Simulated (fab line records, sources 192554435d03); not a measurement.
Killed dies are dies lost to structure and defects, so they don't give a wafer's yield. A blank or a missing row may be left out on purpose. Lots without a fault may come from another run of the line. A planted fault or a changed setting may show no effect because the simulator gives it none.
fab line records | flow n5_finfet
record lots=4 wafers=12 last_day=16
route steps=1938 shown BEOL_M7@1302 BEOL_M8@1332 PASSIVATION@1936
lots that met no fault: from a run of the same line without faults
start_h: hours from the record's first day to the start of the lot's first wafer shown | wait_h: hours since the lot's step before | " the same as in the row above | L1.1+2: a row that stands for several wafers | - no value, or no start given | * or withheld: withheld | < > ~ a bound
route shown NAME@n: a module of which the file shows steps, and the number in the route of the first | usual: mean/standard deviation of fault-free wafers | same: alike in all rows | chamber/n: place in a boat | sites: the reading at each site | _std_site: their standard deviation | _edge_site: outer sites' mean less inner sites' | radius_mm: how far each site lies from the wafer's centre | mask NAME#n: copy n | behind: the tool/chamber that last shaped the wafer | hold: why the lot was held/for how many hours/how that ended | device: the transistor (n, p or np) that didn't switch | end of line: the same wafers' tests at the end of the route | a step without rows: its recipe alone | killed: dies lost to structure and defects at the first sort, not the wafer's yield | map: a wafer's dies, x killed, . not, _ none there
set.NAME: the setting as run; set.NAME@STEP: as run at that earlier step | model.NAME: the simulator's own value behind a step, which no gauge read
lots at some steps of the route; a table a step, a row a wafer
## steps
# step N5_BEOL_M7_ETCH_66
# recipe chemistry=N2/H2 target=SOC target_depth_a=800 overetch_a=160 mask_material=SiARC temp_c=40 time_s=120 ion_energy_ev=200 pressure_mtorr=30 source_w=840 bias_w=150 n2_flow_sccm=200 h2_flow_sccm=200
# step N5_BEOL_M7_STRIP_69
# recipe chemistry=N2/H2 temp_c=40 n2_flow_sccm=200 h2_flow_sccm=200 rf_frequency_hz=6e+07
# step N5_BEOL_M7_STRIP_73
# recipe chemistry=N2/H2 temp_c=40 n2_flow_sccm=200 h2_flow_sccm=200 rf_frequency_hz=6e+07
# step N5_BEOL_M7_VIA_ETCH_34
# recipe chemistry=C4F6/O2 target=SiCOH_lowk target_depth_a=1255 mask_material=SOC taper_deg=4 time_s=50.5 ion_energy_ev=250 pressure_mtorr=30 source_w=345 bias_w=185 Ar_flow_sccm=300 C4F6_flow_sccm=10 O2_flow_sccm=10
# step N5_BEOL_M7_STRIP_76
# recipe chemistry=C4F6/O2 resist=SiARC rf_frequency_hz=6e+07
# step N5_BEOL_M7_STRIP_36
# recipe chemistry=N2/H2 power_w=450 temp_c=40 pressure_mtorr=20 rf_frequency_hz=6e+07 overash_fraction=0.3 bias_power_w=7 h2_frac=0.5 n2_flow_sccm=200 h2_flow_sccm=200
# step N5_BEOL_M7_TRENCH_ETCH_37
# recipe chemistry=C4F6/O2 target_depth_a=934.78 target=SiCOH_lowk time_s=31.2 ion_energy_ev=250 pressure_mtorr=30 source_w=345 bias_w=185 Ar_flow_sccm=300 C4F6_flow_sccm=10 O2_flow_sccm=10
# step N5_BEOL_M7_ETCH_41
# recipe chemistry=CH3F/O2 target=SiCN target_depth_a=319 taper_deg=2 time_s=57.8 ion_energy_ev=120 mask_material=TiN pressure_mtorr=30 source_w=395 bias_w=75 Ar_flow_sccm=150 CH3F_flow_sccm=30 O2_flow_sccm=20
# step N5_BEOL_M7_STRIP_80
# recipe chemistry=N2/H2 time_s=10 power_w=450 temp_c=40 pressure_mtorr=20 rf_frequency_hz=6e+07 bias_power_w=7 n2_flow_sccm=200 h2_flow_sccm=200
# step N5_BEOL_M7_HM_STRIP_39
# recipe chemistry=peroxide_tin_strip material=TiN target_depth_a=250 temp_c=50 time_s=158
# step N5_BEOL_M7_SRD_40
# recipe time_s=30 temp_c=23 rinse_liquid=diw dry=ipa_marangoni
# step N5_BEOL_M7_PRECLEAN_42
# recipe chemistry=residue_remover time_s=60 temp_c=40
# columns lot.wafer tool chamber start_h wait_h
L609.3+4+6 wet_bench-01 1,7,4 201.38 0.0
L611.1+2+4 wet_bench-03 4,7,5 215.84 0.0
L622.1+4+5 wet_bench-01 3,2,1 293.34 0.0
L625.2+3+5 wet_bench-01 3,7,2 313.47 0.0
# step N5_BEOL_M7_SRD_43
# recipe time_s=30 temp_c=23 rinse_liquid=diw dry=ipa_marangoni
# step N5_BEOL_M7_CURE_75
# recipe temp_c=370 time_s=120 ambient=DMADMS/He material=SiCOH_lowk
# step N5_BEOL_M7_DEGAS_44
# recipe ambient=vacuum temp_c=250 time_s=60
# step N5_BEOL_M7_PRE_CLEAN_45
# recipe gas=H2/He time_s=30 temp_c=250
# step N5_BEOL_M7_ALD_77
# recipe material=TaN target_thk_a=20 temp_c=275 ald_precursor_family=PDMAT ald_co_reactant=NH3 pressure_torr=3 carrier_flow_sccm=1500 pulse_time_s=2 purge_time_s=3 co_reactant_purge_time_s=2 co_reactant_pulse_time_s=3 ald_cycles=40 precursor_vessel_temp_c=75 precursor_vessel_pressure_torr=26.25 precursor_vessel_carrier_sccm=1000
# step N5_BEOL_M7_SURFACE_TREAT_79
# recipe gas=Ar time_s=* ion_energy_ev=* ion_current_ma_cm2=0.5 pressure_mtorr=* ar_flow_sccm=30
# step N5_BEOL_M7_CVD_78
# recipe material=Co target_thk_a=20 temp_c=withheld precursor=CCTBA/H2 pressure_torr=30 time_s=142.3
# step N5_BEOL_M7_SPUTTER_48
# recipe material=Cu target_thk_a=100 temp_c=-20 bias_v=60 power_w=26000 chamber_pressure_pa=0.13 time_s=1.667
# step N5_BEOL_M7_ECD_50
# recipe material=Cu target_thk_a=3000
# step N5_BEOL_M7_ANNEAL_51
# recipe temp_c=225 time_s=90 ambient=N2
# step N5_BEOL_M7_CMP_52
# recipe stop_on=SiCOH_lowk t_overpolish_s=6.9 down_force_psi=1 platen_rpm=50 clearing_platen_down_force_psi=1.5 clearing_platen_rpm=50 post_cmp_clean=cu_alkaline target_thk_nm=80 clearing_platen_pad_velocity_m_s=0.99484 pad_velocity_m_s=0.99484
# step N5_BEOL_M7_PRE_CLEAN_55
# recipe gas=NH3 time_s=15 temp_c=withheld rf_power_w=300
# step N5_BEOL_M7_DEP_56
# recipe material=SiCN target_thk_a=100 temp_c=withheld precursor=3MS/NH3 pressure_torr=3 rf_w=202 time_s=17.5
# step N5_BEOL_M8_ILD_DEP_00
# recipe material=SiCOH_lowk target_thk_a=1797.5 temp_c=300 precursor=DEMS/porogen pressure_torr=5 rf_w=500 time_s=33.4
# step N5_BEOL_M8_CURE_74
# recipe temp_c=385 time_s=240 ambient=He/Ar material=SiCOH_lowk
# step N5_BEOL_M8_PECVD_70
# recipe material=SiO2 target_thk_a=200 temp_c=400 precursor=TEOS/O2 pressure_torr=5.5 rf_w=450 teos_flow_sccm=53.8 gas=O2 flow_sccm=3000 time_s=22.7
# step N5_BEOL_M8_HM_DEP_02
# recipe material=TiN target_thk_a=200 temp_c=25 chamber_pressure_pa=0.49996
# step N5_BEOL_M8_COAT_59
# recipe resist=SOC temp_c=250 time_s=60 spin_rpm=1500 resist_thk_nm=100
# step N5_BEOL_M8_COAT_60
# recipe resist=SiARC temp_c=220 time_s=60 spin_rpm=1500 resist_thk_nm=35
# step N5_BEOL_M8_COAT_05
# recipe resist=CAR-ArF spin_rpm=1500 resist_thk_nm=90
# step N5_BEOL_M8_EBR_07
# recipe solvent=PGMEA ebr_width_mm=1.5
# step N5_BEOL_M8_SOFTBAKE_06
# recipe temp_c=110 time_s=60 resist=CAR-ArF
# step N5_BEOL_M8_EXPOSE_08
# recipe mask_id=M8 na=1.35 source_shape=dipole sigma_inner=0.817 sigma_outer=0.97 polarization=te dose_mj=68.25
# step N5_BEOL_M8_PEB_09
# recipe peb_temp_c=withheld peb_time_s=60 resist=CAR-ArF
# step N5_PASSIVATION_PROBE_49
# usual defect_limited_yield=91.0/1.3 killed_at_M0_to_M3=36/9.5 killed_at_M4_up=14/5.6 killed_at_contacts=12/6.4 killed_at_front_end=40/10 killed_at_other=3.2/3 killed_dies=107/15 killed_on_rim=15/4.5 killed_open=69/12 killed_short=35/7.7 sort_bin_5_function=5.3/0.91 sort_bin_6_memory=3.3/0.65 sort_n_pass=1073/15 sort_yield_pct=91.0/1.3
# same gross_dies=1180 killed_at_back_side=0 sort_bin_4_leakage[%]=0 sort_bin_8_speed[%]=0
# columns lot.wafer tool chamber start_h wait_h defect_limited_yield[%] killed_at_M0_to_M3 killed_at_M4_up killed_at_contacts killed_at_front_end killed_at_other killed_dies killed_on_rim killed_open killed_short sort_bin_5_function[%] sort_bin_6_memory[%] sort_n_pass sort_yield_pct[%]
L622.1 prober-02 - 385.74 0.0 86.9 25 66 6 51 6 154 38 57 39 6.9 4.0 1026 86.9
L622.4 prober-02 - 385.89 0.2 82.5 24 129 14 37 2 206 26 71 24 10.6 4.0 974 82.5
L622.5 prober-02 - 385.94 0.2 84.0 28 119 11 26 5 189 31 71 28 9.2 4.0 991 84.0
L625.2 prober-01 - 391.66 0.1 85.7 38 73 12 46 0 169 31 68 39 8.8 3.6 1011 85.7
L625.3 prober-01 - 391.71 0.1 79.3 29 151 7 57 0 244 17 65 34 11.7 4.7 936 79.3
L625.5 prober-01 - 391.81 0.2 80.3 30 144 13 46 0 233 31 79 41 10.5 5.3 947 80.3
# killed by level:class
L622.1 BEOL_M7:unspecified=54 FIN_SAQP:geometric_particle:short=15 FIN_SAQP:geometric_particle:open=13 STI_FIN_REVEAL:geometric_particle:open=6 DUMMY_GATE:geometric_particle:open=6 BEOL_M1:geometric_particle:open=6 MOL_CONTACT_COAG:geometric_particle:open=5 BEOL_M0_SAQP:geometric_particle:open=5
L622.4 BEOL_M7:unspecified=109 BEOL_M2:geometric_particle:open=13 MOL_CONTACT_COAG:geometric_particle:open=12 STI_FIN_REVEAL:geometric_particle:open=11 BEOL_M4:geometric_particle:open=5 DUMMY_GATE:geometric_particle:short=4 DUMMY_GATE:geometric_particle:open=4 BEOL_M4:geometric_particle:short=4
L622.5 BEOL_M7:unspecified=90 BEOL_M4:geometric_particle:open=17 MOL_CONTACT_COAG:geometric_particle:open=10 FIN_SAQP:geometric_particle:open=8 BEOL_M0_SAQP:geometric_particle:short=6 BEOL_M2:geometric_particle:open=6 STI_FIN_REVEAL:geometric_particle:open=5 BEOL_M0_SAQP:geometric_particle:open=5
L625.2 BEOL_M7:unspecified=62 FIN_SAQP:geometric_particle:short=15 BEOL_M0_SAQP:geometric_particle:open=13 MOL_CONTACT_COAG:geometric_particle:open=11 BEOL_M0_SAQP:geometric_particle:short=9 STI_FIN_REVEAL:geometric_particle:open=8 BEOL_M3:geometric_particle:open=7 BEOL_M4:geometric_particle:open=7
L625.3 BEOL_M7:unspecified=142 FIN_SAQP:geometric_particle:open=12 STI_FIN_REVEAL:geometric_particle:open=9 BEOL_M0_SAQP:geometric_particle:short=8 FIN_SAQP:geometric_particle:short=7 BEOL_M0_SAQP:geometric_particle:open=7 MOL_CONTACT_COAG:geometric_particle:open=6 BEOL_M4:geometric_particle:open=6
L625.5 BEOL_M7:unspecified=113 BEOL_M4:geometric_particle:open=16 FIN_SAQP:geometric_particle:short=12 MOL_CONTACT_COAG:geometric_particle:open=12 FIN_SAQP:geometric_particle:open=9 BEOL_M0_SAQP:geometric_particle:open=7 BEOL_M4:geometric_particle:short=7 STI_FIN_REVEAL:geometric_particle:open=6
# map L622.4 (x killed, . not)
_________________..........x.________________
______________.................._____________
___________..............xx........__________
__________..x..............x..x....x_________
________....x.......x.......x........._______
_______..xx.....x......................______
______.......x.................x....x..._____
_____...................................x____
____...................................x..___
___.......xx..xx....x.........x............__
___................x.....xx...xx..x........__
__.....x............x...........x..........._
__......................x....x.............._
_........x.............x.......x......x......
_............................................
_........x................x..................
_..x.........x................x.........x....
_.....x............x..............x..x.......
_....x....x.........x........................
_...............x....x.........x..........x..
_....x..x......x..........x................x.
__..x.............x.x...........x..........x_
__..x....x...x......x..x.x........x........._
___....xx..................xxxx..x.........__
___.......................x..xxx.x.x.x..x..__
____....................xx.xxxxxxxxx.x....___
_____...x.......xx......x.xxxxxxxxx.x....____
______........x........x.xxxxxxxxxxxxxx._____
_______..x........x.....xxxxxxxxxxxxx..______
________..............xxxxxxxxxxxxxxxx_______
__________.......xx...xx.xxxxxxxxxxx_________
___________x......x...xxxxxxxxxxxxx__________
______________.x.....x..xxxxxxxx_____________
_________________.......xxxxx________________
# map L625.3 (x killed, . not)
_________________....x..x...x________________
______________............x....._____________
___________....x.........x.xx......__________
__________x.....x..x................_________
________...x......x............x..x..._______
_______.....x.........x.............x..______
______....................x..........x.x_____
_____...........x.........x..x..x........____
____.x........x..x.....x......x...x....x..___
___xx...x.....x......x.x...................__
___...........xxxxxxxxx.x..................__
__............x.xxxxxxx......x...x.........._
__...........xxxxxxxxxxxxxx.....xx......x..._
_.x......x...xxxxxxxxxxxxxxx...x....x..x...x.
_........xx.xxxxxxxxxxxxxx.x.................
_.x...x.....xxxxxxxxxxxxxx.......x...........
_x........x.xxxxxxxxxxxxx.xx....x...........x
_x..xx.......xxxxxxxxxxxxx....x.x............
_...........xxxxxxxxxxxxx.x.....x..x.x.......
_............xxxxxxxxxxx.x........xx......x..
_x..x..........xxxxxxxxx.....................
__.x............xxx......x.....xx......x...._
__...x...........................x......x..._
___..x.........x.................x.........__
___....x............x...........x..........__
____....x...........x........x............___
_____x...................x..............x____
______x.x........x...............x......_____
_______.................x..x......x....______
________...x....x....................._______
__________.....................x...._________
___________........................__________
______________......x..........._____________
_________________............________________
## key
first_sign step=N5_PASSIVATION_PROBE_49 reading=killed_at_M4_up direction=up sigmas=18 usual=14 struck=114
effect step=N5_PASSIVATION_PROBE_49 reading=defect_limited_yield direction=down sigmas=6 usual=91.0 struck=83.1
more_kills_born_at N5_BEOL_M7_PRECLEAN_42@wet_bench-01=570
met_at N5_BEOL_M7_PRECLEAN_42
struck_wafers L622.1,L622.4,L622.5,L625.2,L625.3,L625.5
onset_between 201.38 293.34
also_fits time
fault kind=chamber_particle_source tool=wet_bench-01 chamber=- onset_h=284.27 steps=N5_BEOL_M7_PRECLEAN_42 rate_per_visit_cm2=1.467 end_h=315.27
